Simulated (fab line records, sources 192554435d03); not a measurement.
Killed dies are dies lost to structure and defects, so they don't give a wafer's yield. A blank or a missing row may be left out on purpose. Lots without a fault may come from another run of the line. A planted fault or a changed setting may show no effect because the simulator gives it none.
Which tool did it? | flow n5_finfet | 10 lots, 30 wafers sampled, at 4 steps of a route of 1938

WHAT THE GAUGES READ, wafer by wafer
N5_BEOL_M11_CD_MEAS_35: target cd 70 nm.
lot  | measured     | on        | cd_nm (nm)
L230 | day 12 06:43 | cd_sem-01 | 70.1 69.7 70.0
L234 | day 13 15:26 | cd_sem-02 | 71.2 70.1 69.8
L232 | day 13 15:06 | cd_sem-01 | 69.7 69.8 69.8
L239 | day 14 11:35 | cd_sem-03 | 69.5 68.9 70.2
L243 | day 15 19:43 | cd_sem-01 | 69.9 69.5 69.0
L245 | day 16 12:55 | cd_sem-02 | 70.3 70.1 69.8
L249 | day 17 02:35 | cd_sem-03 | 70.0 69.6 69.4
L252 | day 18 06:10 | cd_sem-02 | 69.8 69.9 69.9
L251 | day 18 14:05 | cd_sem-03 | 70.2 69.7 69.9
L253 | day 18 21:28 | cd_sem-03 | 70.6 69.9 69.9

WHICH TOOL RAN EACH LOT (tool, then ch and the chambers of the sampled wafers, then the start)
lot  | N5_BEOL_M11_STRIP_67               | N5_BEOL_M11_VIA_ETCH_34            | N5_BEOL_M11_ETCH_41
L230 | rie_diel-02 ch 2,3, day 12 04:52   | rie_diel-03 ch 2,3, day 12 06:17   | rie_diel-03 ch 2,3, day 12 06:43 or earlier
L234 | rie_diel-05 ch 0,2, day 13 09:19   | rie_diel-03 ch 1,2, day 13 14:59   | rie_diel-03 ch 1,2, day 13 15:26 or earlier
L232 | rie_diel-03 ch 0,1,3, day 13 09:28 | rie_diel-02 ch 1,2,3, day 13 14:40 | rie_diel-02 ch 1,2,3, day 13 15:06 or earlier
L239 | rie_diel-02 ch 1,2,3, day 14 10:08 | rie_diel-03 ch 2,3, day 14 11:08   | rie_diel-03 ch 2,3, day 14 11:35 or earlier
L243 | rie_diel-02 ch 2,3, day 15 16:49   | rie_diel-05 ch 0,1,3, day 15 19:17 | rie_diel-05 ch 0,1,3, day 15 19:43 or earlier
L245 | rie_diel-03 ch 1,3, day 16 09:45   | rie_diel-05 ch 0,1,3, day 16 12:29 | rie_diel-05 ch 0,1,3, day 16 12:55 or earlier
L249 | rie_diel-03 ch 1,3, day 16 23:57   | rie_diel-05 ch 0,1, day 17 02:08   | rie_diel-05 ch 0,1, day 17 02:35 or earlier
L252 | rie_diel-05 ch 0,1,3, day 18 04:13 | rie_diel-02 ch 1,2,3, day 18 05:43 | rie_diel-02 ch 1,2,3, day 18 06:10 or earlier
L251 | rie_diel-02 ch 1,2, day 18 12:22   | rie_diel-03 ch 1,2,3, day 18 13:39 | rie_diel-03 ch 1,2,3, day 18 14:05 or earlier
L253 | rie_diel-02 ch 0,1,2, day 18 19:38 | rie_diel-03 ch 0,3, day 18 21:01   | rie_diel-03 ch 0,3, day 18 21:28 or earlier
- N5_BEOL_M11_STRIP_67: strips in CF4.
- N5_BEOL_M11_VIA_ETCH_34: etches SiCOH lowk in C4F6/O2, target depth 184.5 nm, time 69.2 s.
- N5_BEOL_M11_ETCH_41: etches SiCN in CH3F/O2, target depth 42.6 nm, time 86 s.

WHAT THE TOOLS THEMSELVES READ (means of the sampled wafers that have a number; where no wafer has one, the mark that the record gives instead)
N5_BEOL_M11_STRIP_67.
lot  | tool        | bias_power_w (W) | drypump_motor_current_A (A) | oes_product_au (a.u.) | rf_vpp_V (V) | showerhead_plenum_p_Torr (Torr) | throttle_valve_pct (%)
L230 | rie_diel-02 | 74.94            | 6.0                         | 0.79                  | 269.5        | 1.73                            | 13.58
L234 | rie_diel-05 | 75.09            | 5.9                         | 0.75                  | 270.0        | 1.77                            | 13.56
L232 | rie_diel-03 | 74.86            | 5.7                         | 0.73                  | 272.5        | 1.83                            | 13.80
L239 | rie_diel-02 | 75.13            | 5.8                         | 0.75                  | 269.9        | 1.72                            | 13.71
L243 | rie_diel-02 | 74.95            | 5.9                         | 0.73                  | 269.3        | 1.72                            | 13.68
L245 | rie_diel-03 | 74.80            | 5.6                         | 0.68                  | 271.3        | 1.82                            | 13.86
L249 | rie_diel-03 | 75.20            | 5.6                         | 0.69                  | 270.8        | 1.79                            | 13.94
L252 | rie_diel-05 | 74.86            | 5.9                         | 0.80                  | 270.6        | 1.78                            | 13.49
L251 | rie_diel-02 | 75.10            | 5.9                         | 0.76                  | 269.8        | 1.72                            | 13.76
L253 | rie_diel-02 | 75.13            | 5.5                         | 0.78                  | 270.5        | 1.75                            | 13.72

N5_BEOL_M11_VIA_ETCH_34.
lot  | tool        | drypump_motor_current_A (A) | oes_product_au (a.u.) | rf_vpp_V (V) | run_length_s (s) | showerhead_plenum_p_Torr (Torr) | throttle_valve_pct (%)
L230 | rie_diel-03 | 5.6                         | 0.68                  | 667          | 92.8             | 2.80                            | 21.10
L234 | rie_diel-03 | 5.7                         | 0.69                  | 661          | 94.5             | 2.79                            | 21.27
L232 | rie_diel-02 | 5.8                         | 0.75                  | 658          | 92.8             | 2.73                            | 20.99
L239 | rie_diel-03 | 5.7                         | 0.67                  | 667          | 96.8             | 2.79                            | 21.12
L243 | rie_diel-05 | 5.9                         | 0.84                  | 667          | 92.6             | 2.83                            | 20.83
L245 | rie_diel-05 | 5.8                         | 0.83                  | 668          | 92.7             | 2.83                            | 20.84
L249 | rie_diel-05 | 5.6                         | 0.89                  | 665          | 92.2             | 2.82                            | 20.56
L252 | rie_diel-02 | 5.9                         | 0.73                  | 657          | 92.6             | 2.71                            | 21.05
L251 | rie_diel-03 | 5.6                         | 0.76                  | 668          | 93.1             | 2.93                            | 21.12
L253 | rie_diel-03 | 5.6                         | 0.70                  | 668          | 93.0             | 2.94                            | 21.12

N5_BEOL_M11_ETCH_41.
lot  | tool        | drypump_motor_current_A (A) | oes_product_au (a.u.) | rf_vpp_V (V) | run_length_s (s) | showerhead_plenum_p_Torr (Torr) | throttle_valve_pct (%)
L230 | rie_diel-03 | 5.6                         | 0.69                  | 297.2        | 109.7            | 1.96                            | 16.53
L234 | rie_diel-03 | 5.7                         | 0.69                  | 295.3        | 109.7            | 1.96                            | 16.69
L232 | rie_diel-02 | 5.9                         | 0.75                  | 295.1        | 109.9            | 1.91                            | 16.42
L239 | rie_diel-03 | 5.6                         | 0.67                  | 295.8        | 109.8            | 1.96                            | 16.58
L243 | rie_diel-05 | 5.8                         | 0.84                  | 296.8        | 109.4            | 1.99                            | 16.23
L245 | rie_diel-05 | 5.8                         | 0.83                  | 296.1        | 109.0            | 1.99                            | 16.23
L249 | rie_diel-05 | 5.6                         | 0.89                  | 297.7        | 108.9            | 1.98                            | 15.95
L252 | rie_diel-02 | 5.9                         | 0.72                  | 295.7        | 109.6            | 1.90                            | 16.49
L251 | rie_diel-03 | 5.6                         | 0.76                  | 298.7        | 109.8            | 2.06                            | 16.50
L253 | rie_diel-03 | 5.6                         | 0.69                  | 298.2        | 110.0            | 2.06                            | 16.56

THE ANSWER, worked out from the rows above alone
Rule: what is usual is taken from the lots themselves. Put in order of their means at a reading, lots are off if they are a third of the lots or fewer, leave a main group of 4 or more, and stand apart from it by a gap of 3 or more times the standard deviation of the main group's means; of several such gaps the widest counts. A main group whose means are all the same, to the digits that the tables above print for the reading, isn't used. A lot without any number at a reading at which 4 lots or more have one is off too. The other lots that the step has rows for count as sound. The gauges are gone through in route order, then the tools' own readings, and for those a lot's mean is taken as printed above. The first step at which some lot is off is used, and at that step the reading that is off furthest; a lot without a number counts as furthest.
Off: L234, L239, at N5_BEOL_M11_VIA_ETCH_34 (run_length_s). The main group: mean 92.7 s, standard deviation 0.26.
A tool fits if, at that step or a process step before it, it ran every lot that is off, and no sound lot after the first of them. None of those tried fits.

WHAT THE SIMULATOR HAD PUT IN
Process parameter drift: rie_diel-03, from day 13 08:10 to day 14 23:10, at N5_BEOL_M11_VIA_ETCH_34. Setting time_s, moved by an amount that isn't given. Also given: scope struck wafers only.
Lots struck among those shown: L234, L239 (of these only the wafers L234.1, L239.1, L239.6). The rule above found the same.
